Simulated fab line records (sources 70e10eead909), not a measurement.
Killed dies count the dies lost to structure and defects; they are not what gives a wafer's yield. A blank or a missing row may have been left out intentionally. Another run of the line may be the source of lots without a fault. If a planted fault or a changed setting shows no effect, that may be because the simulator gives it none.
Problem report, 8D (eight disciplines) form, completed by code || flow nand-harc || the parts of the form that need people (team, actions taken, sign-off) are left out

## 1. WHAT WENT WRONG
raw-defect-count at NHARC_A_CHANNEL_HOLE_D1_INSPECT_40 reads a mean of 1392 on 2 wafers of 2 lots; wafers without a fault read 69 with a standard deviation of 23. That puts it +58 standard deviations away from the usual mean.
Seen first at day 15 18:16 on defect-inspect-02, wafer L621.5. The record holds 33 wafers of 11 lots with a number at this step. Rule for "out", or "out of limits": more than 4 standard deviations from the usual mean. The other wafers with a number count as sound.

## 2. WHAT IT IS; WHAT IT IS NOT
{"question": "which readings at this step", "is": "raw-defect-count", "is not": "-"}
{"question": "which lots", "is": "L621, L623", "is not": "L605, L606, L607, L608, L611, L614, L619, L620, L622"}
{"question": "which wafers of those lots", "is": "L621.5, L623.6", "is not": "L621.2, L621.6, L623.1, L623.4"}
{"question": "read on which gauges", "is": "defect-inspect-02", "is not": "defect-inspect-01"}
{"question": "when", "is": "from day 15 18:16", "is not": "up to then (26 sound wafers); but 5 sound wafers of L622, L623 came after"}

## 3. THE SUSPECTS, EACH WITH WHAT RULES IT OUT
Counting: a tool at a process step up to the reading stays a suspect if it ran every lot that is out. Sound lots after the first of them don't rule it out here, since some wafers of a struck lot are sound.
- the gauge at NHARC_A_CHANNEL_HOLE_D1_INSPECT_40: kept. All the wafers that are out were read on defect-inspect-02, and no step on other tools shows them out.
- rie-diel-08 at NHARC_A_CHANNEL_HOLE_D1_DESCUM_15 (chemistry O2, time 3 s): kept. Every lot that is out went through it, the first being L621 (day 15 09:27); the last sound lot it ran before that was L620 (day 15 00:29).
- rie-diel-08 at NHARC_A_CHANNEL_HOLE_D1_ETCH_16 (etches the open film in O2/COS, target depth 3100 nm, time 806 s): kept. Every lot that is out went through it, the first being L621 (day 15 12:33); the last sound lot it ran before that was L620 (day 15 01:41). Because NHARC_A_CHANNEL_HOLE_D1_ETCH_16 lacks a start for some lots, the hours and order of its lots are taken from NHARC_A_CHANNEL_HOLE_D1_ETCH_19.
- har-etch-01 at NHARC_A_CHANNEL_HOLE_D1_ETCH_19 (etches the open film in C4F8/O2/Ar, time 34.5 s): kept. Every lot that is out went through it, the first being L621 (day 15 12:33); the last sound lot it ran before that was L620 (day 15 01:41).
- The sound lot-mates ran in chamber 0 of har-etch-01 at NHARC_A_CHANNEL_HOLE_D1_ETCH_19, but the wafers that are out ran in chamber 1.
Left after counting: rie-diel-08 at NHARC_A_CHANNEL_HOLE_D1_DESCUM_15, rie-diel-08 at NHARC_A_CHANNEL_HOLE_D1_ETCH_16, har-etch-01 at NHARC_A_CHANNEL_HOLE_D1_ETCH_19, defect-inspect-02 at NHARC_A_CHANNEL_HOLE_D1_INSPECT_40.

## 4. THE CAUSE (what the simulator had put in)
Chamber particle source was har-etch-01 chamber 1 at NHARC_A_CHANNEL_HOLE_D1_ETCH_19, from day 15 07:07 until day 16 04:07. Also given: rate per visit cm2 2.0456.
After counting, 4 suspects remain, this tool included.

## 5. THE CHAIN OF EFFECTS, in route order
One row per reading whose mean, taken over the struck wafers that have a number, lies over 3 standard deviations from the usual. Only readings whose record carries a usual standard deviation are examined. hours: median over the lots of the time between each lot's start at the first step of this table that gives one and its start at this step. sigmas: the change, counted in usual standard deviations.
{"hours": 0, "step": "NHARC_A_CHANNEL_HOLE_D1_INSPECT_40", "reading": "raw-defect-count", "usual": 69, "on struck wafers": 1392, "change": "+1324", "sigmas": "+58"}
{"hours": 379, "step": "NHARC_END_SORT_01", "reading": "killed-at-array", "usual": 57, "on struck wafers": 124, "change": "+68", "sigmas": "+3.4"}
{"hours": 379, "step": "NHARC_END_SORT_01", "reading": "killed-dies", "usual": 61, "on struck wafers": 130, "change": "+68", "sigmas": "+3.6"}

## 6. WHAT WOULD HAVE CAUGHT IT SOONER
11 hours passed between the start of the fault at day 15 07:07 and the first reading out of limits at a measuring or inspecting step in this record, taken at day 15 18:16.
Of the tool readings at NHARC_A_CHANNEL_HOLE_D1_ETCH_19 for which the record gives a usual standard deviation, none was out on any struck wafer, so an alarm limit of 4 standard deviations on them would not have fired.
Of the lots that are out (2), L623 began NHARC_A_CHANNEL_HOLE_D1_ETCH_19 on har-etch-01 after day 15 18:16. It would have been spared by a hold on the tool at that moment.
